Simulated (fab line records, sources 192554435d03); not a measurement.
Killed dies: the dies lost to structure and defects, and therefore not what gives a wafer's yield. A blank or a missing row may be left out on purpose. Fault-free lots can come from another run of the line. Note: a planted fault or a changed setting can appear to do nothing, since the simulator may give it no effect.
Which tool is to blame? | flow n5Finfet | 12 lots with 36 wafers sampled at 4 steps, on a route of 1938 steps

## WHAT THE GAUGES READ, wafer by wafer
N5_HKMG_FIN_CD_MEAS_12 targets a cd of 92.8 nm.
lot  | measured    | on       | cdNm (nm)
L270 | day 4 16:23 | cdSem-01 | 94.1 93.9 92.6
L271 | day 4 22:44 | cdSem-03 | 93.3 93.4 92.7
L272 | day 5 08:11 | cdSem-03 | 93.1 93.9 93.3
L274 | day 5 12:08 | cdSem-01 | 92.9 94.4 93.1
L275 | day 5 16:10 | cdSem-03 | 94.3 93.7 94.8
L276 | day 6 00:47 | cdSem-02 | 94.1 93.3 93.8
L282 | day 7 15:26 | cdSem-01 | 94.2 94.2 92.6
L284 | day 8 01:39 | cdSem-03 | 92.8 94.7 95.1
L285 | day 8 05:47 | cdSem-02 | 94.2 94.5 93.1
L287 | day 8 13:16 | cdSem-03 | 93.8 92.8 94.5
L288 | day 9 01:32 | cdSem-01 | 92.9 91.8 93.4
L289 | day 9 08:36 | cdSem-02 | 93.5 93.9 93.8

## EACH LOT AND THE TOOL THAT RAN IT (in order: tool; ch and the chambers of the sampled wafers; start)
lot  | N5_HKMG_FIN_ALD_75             | N5_HKMG_FIN_STRIP_57             | N5_HKMG_FIN_PWFM_ALD_03
L270 | aldHk-03 ch 0,2, day 4 12:37   | rieDiel-06 ch 1,2,3, day 4 13:20 | aldMetal-01 ch 0,1,2, day 4 15:33
L271 | aldHk-01 ch 0,2, day 4 19:02   | rieDiel-03 ch 1,2, day 4 19:52   | aldMetal-04 ch 1,2,3, day 4 22:02
L272 | aldHk-03 ch 0,1,3, day 5 04:28 | rieDiel-01 ch 0,2,3, day 5 05:18 | aldMetal-03 ch 1,2,3, day 5 07:28
L274 | aldHk-03 ch 0,1,2, day 5 08:05 | rieDiel-03 ch 0,2, day 5 09:11   | aldMetal-01 ch 1,2,3, day 5 11:26
L275 | aldHk-02 ch 0,2,3, day 5 12:06 | rieDiel-06 ch 1,2, day 5 13:09   | aldMetal-04 ch 1,2, day 5 15:20
L276 | aldHk-02 ch 0,3, day 5 20:53   | rieDiel-03 ch 2,3, day 5 21:46   | aldMetal-01 ch 0,3, day 5 23:56
L282 | aldHk-02 ch 0,1,3, day 7 11:21 | rieDiel-03 ch 0,2, day 7 12:26   | aldMetal-03 ch 0,1,3, day 7 14:36
L284 | aldHk-02 ch 0,1,2, day 7 22:02 | rieDiel-03 ch 1,3, day 7 22:45   | aldMetal-03 ch 0,2,3, day 8 00:56
L285 | aldHk-03 ch 1,2,3, day 8 01:41 | rieDiel-03 ch 0,1,2, day 8 02:32 | aldMetal-03 ch 1,3, day 8 04:57
L287 | aldHk-02 ch 1,2,3, day 8 09:34 | rieDiel-06 ch 0,1,2, day 8 10:23 | aldMetal-04 ch 1,3, day 8 12:33
L288 | aldHk-01 ch 0,1,3, day 8 21:44 | rieDiel-01 ch 0,1,3, day 8 22:35 | aldMetal-01 ch 0,2,3, day 9 00:49
L289 | aldHk-01 ch 0,1, day 9 04:41   | rieDiel-03 ch 2,3, day 9 05:43   | aldMetal-04 ch 0,2,3, day 9 07:53
- N5_HKMG_FIN_ALD_75: deposits Al2O3, target thk 1 nm, co reactant pulse time 1 s.
- N5_HKMG_FIN_STRIP_57: strips in CF4.
- N5_HKMG_FIN_PWFM_ALD_03: deposits TiN, target thk 2 nm, pulse time 1 s, purge time 3 s.

## WHAT THE TOOLS THEMSELVES READ (means of the sampled wafers that have a number; where no wafer has one, the mark that the record gives instead)
N5_HKMG_FIN_ALD_75.
lot  | tool     | heaterPowerW (W) | precursorPulseHeightRel
L270 | aldHk-03 | 157              | 1.004
L271 | aldHk-01 | 153              | 0.984
L272 | aldHk-03 | 157              | 1.005
L274 | aldHk-03 | 162              | 0.993
L275 | aldHk-02 | 152              | 1.006
L276 | aldHk-02 | 158              | 0.980
L282 | aldHk-02 | 150              | 1.019
L284 | aldHk-02 | 151              | 1.006
L285 | aldHk-03 | 151              | 1.001
L287 | aldHk-02 | 146              | 1.003
L288 | aldHk-01 | 155              | 1.012
L289 | aldHk-01 | 144              | 1.000

N5_HKMG_FIN_STRIP_57.
lot  | tool       | drypumpMotorCurrentA (A) | oesProductAu (a.u.) | rfVppV (V) | showerheadPlenumPTorr (Torr) | throttleValvePct (%)
L270 | rieDiel-06 | 5.7                      | 0.80                | 271.7      | 1.82                         | 13.56
L271 | rieDiel-03 | 5.4                      | 0.81                | 271.9      | 1.82                         | 13.61
L272 | rieDiel-01 | 6.2                      | 0.82                | 272.3      | 1.83                         | 13.68
L274 | rieDiel-03 | 5.9                      | 0.73                | 271.1      | 1.79                         | 13.65
L275 | rieDiel-06 | 6.1                      | 0.73                | 271.3      | 1.82                         | 13.74
L276 | rieDiel-03 | 5.7                      | 0.77                | 271.5      | 1.78                         | 13.34
L282 | rieDiel-03 | 5.6                      | 0.72                | 271.1      | 1.79                         | 13.57
L284 | rieDiel-03 | 5.8                      | 0.82                | 272.3      | 1.81                         | 13.58
L285 | rieDiel-03 | 5.7                      | 0.75                | 270.5      | 1.80                         | 13.70
L287 | rieDiel-06 | 5.9                      | 0.74                | 272.5      | 1.83                         | 13.71
L288 | rieDiel-01 | 6.2                      | 0.73                | 272.0      | 1.78                         | 13.75
L289 | rieDiel-03 | 5.7                      | 0.75                | 271.0      | 1.78                         | 13.40

N5_HKMG_FIN_PWFM_ALD_03.
lot  | tool        | heaterPowerW (W) | precursorPulseHeightRel
L270 | aldMetal-01 | 888              | 0.984
L271 | aldMetal-04 | 934              | 1.008
L272 | aldMetal-03 | 805              | 0.995
L274 | aldMetal-01 | 917              | 1.003
L275 | aldMetal-04 | 929              | 0.996
L276 | aldMetal-01 | 845              | 1.008
L282 | aldMetal-03 | 794              | 0.999
L284 | aldMetal-03 | 787              | 1.000
L285 | aldMetal-03 | 771              | 0.990
L287 | aldMetal-04 | 906              | 0.979
L288 | aldMetal-01 | 867              | 1.012
L289 | aldMetal-04 | 883              | 1.008

## THE ANSWER, worked out from the rows above alone
Rule: what is usual is taken from the lots themselves. Put in order of their means at a reading, lots are off if they are a third of the lots or fewer, leave a main group of 4 or more, and stand apart from it by a gap of 3 or more times the standard deviation of the main group's means; of several such gaps the widest counts. Not used: any main group whose means are identical at the precision the tables above print for the reading. Also off: a lot with no number at a reading for which 4 or more lots have one. Any other lot the step has rows for is counted as sound. After the gauges, taken in route order, come the tools' own readings; for these a lot's mean is taken, as printed above. The first step at which some lot is off is used, and at that step the reading that is off furthest; a lot without a number counts as furthest.
None of the lots is off at any reading shown; this tells nothing.

## WHAT WAS PUT IN BY THE SIMULATOR
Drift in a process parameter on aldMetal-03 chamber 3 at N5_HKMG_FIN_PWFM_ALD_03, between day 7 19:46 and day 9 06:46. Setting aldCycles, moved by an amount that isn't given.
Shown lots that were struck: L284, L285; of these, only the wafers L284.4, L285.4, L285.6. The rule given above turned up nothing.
